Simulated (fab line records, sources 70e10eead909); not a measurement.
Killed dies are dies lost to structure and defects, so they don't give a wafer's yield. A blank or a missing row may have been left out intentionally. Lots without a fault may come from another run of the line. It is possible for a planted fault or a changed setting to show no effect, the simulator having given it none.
What tool caused it? | flow nandHarc | 6 lots with 18 wafers sampled at 4 steps, on a route of 1302 steps

== WHAT THE GAUGES SHOWED, per wafer ==
NHARC_A_CHANNEL_FILL_D2_INSPECT_13.
lot  | measured     | on               | rawDefectCount
L390 | day 15 20:13 | defectInspect-02 | 644 624 556
L395 | day 17 15:49 | defectInspect-02 | 526 316 616
L398 | day 19 15:30 | defectInspect-01 | 352 339 477
L401 | day 19 22:11 | defectInspect-02 | 301 328 496
L409 | day 23 23:29 | defectInspect-01 | 263 480 568
L412 | day 25 03:45 | defectInspect-01 | 216 122 182

== WHAT TOOL EACH LOT RAN ON (gives the tool, then ch and the chambers of the sampled wafers, and finally the start) ==
lot  | NHARC_A_CHANNEL_FILL_D2_ALD_15               | NHARC_A_CHANNEL_FILL_D2_ETCHBACK_19 | NHARC_A_CHANNEL_FILL_D2_ANNEAL_22
L390 | aldSinBatch-03 ch 0, day 14 20:22 or earlier | rieSi-06 ch 0,1,3, day 14 20:22     | furnace-05 ch 0, day 15 04:18
L395 | aldSinBatch-01 ch 0, day 16 15:55 or earlier | rieSi-04 ch 1,2, day 16 15:55       | furnace-07 ch 0, day 16 23:48
L398 | aldSinBatch-03 ch 0, day 18 15:28 or earlier | rieSi-04 ch 1,2, day 18 15:28       | furnace-05 ch 0, day 18 23:29
L401 | aldSinBatch-02 ch 0, day 18 20:22 or earlier | rieSi-01 ch 0,1,2, day 18 20:22     | furnace-07 ch 0, day 19 04:18
L409 | aldSinBatch-03 ch 0, day 23 00:10 or earlier | rieSi-01 ch 1,2, day 23 00:10       | furnace-06 ch 0, day 23 07:38
L412 | aldSinBatch-02 ch 0, day 24 02:53 or earlier | rieSi-04 ch 0,1,2, day 24 02:53     | furnace-07 ch 0, day 24 11:49
- NHARC_A_CHANNEL_FILL_D2_ALD_15: deposits SiNx, target thk 2 nm, pulse time 60 s, ald cycles 19.
- NHARC_A_CHANNEL_FILL_D2_ETCHBACK_19: etches the open film in HBr/Cl2, target depth 5 nm, time 1.7 s.
- NHARC_A_CHANNEL_FILL_D2_ANNEAL_22: time 7200 s.

== THE ANSWER, worked out from the rows above alone ==
Rule: what is usual is taken from the lots themselves. Put in order of their means at a reading, lots are off if they are a third of the lots or fewer, leave a main group of 4 or more, and stand apart from it by a gap of 3 or more times the standard deviation of the main group's means; of several such gaps the widest counts. If all means in a main group match to the digits the tables above print for the reading, that group is not used. A lot without any number at a reading at which 4 lots or more have one is off too. All remaining lots with rows at the step are treated as sound.
No lot is off at any reading shown: from this, nothing can be told.

== WHAT THE SIMULATOR PUT IN ==
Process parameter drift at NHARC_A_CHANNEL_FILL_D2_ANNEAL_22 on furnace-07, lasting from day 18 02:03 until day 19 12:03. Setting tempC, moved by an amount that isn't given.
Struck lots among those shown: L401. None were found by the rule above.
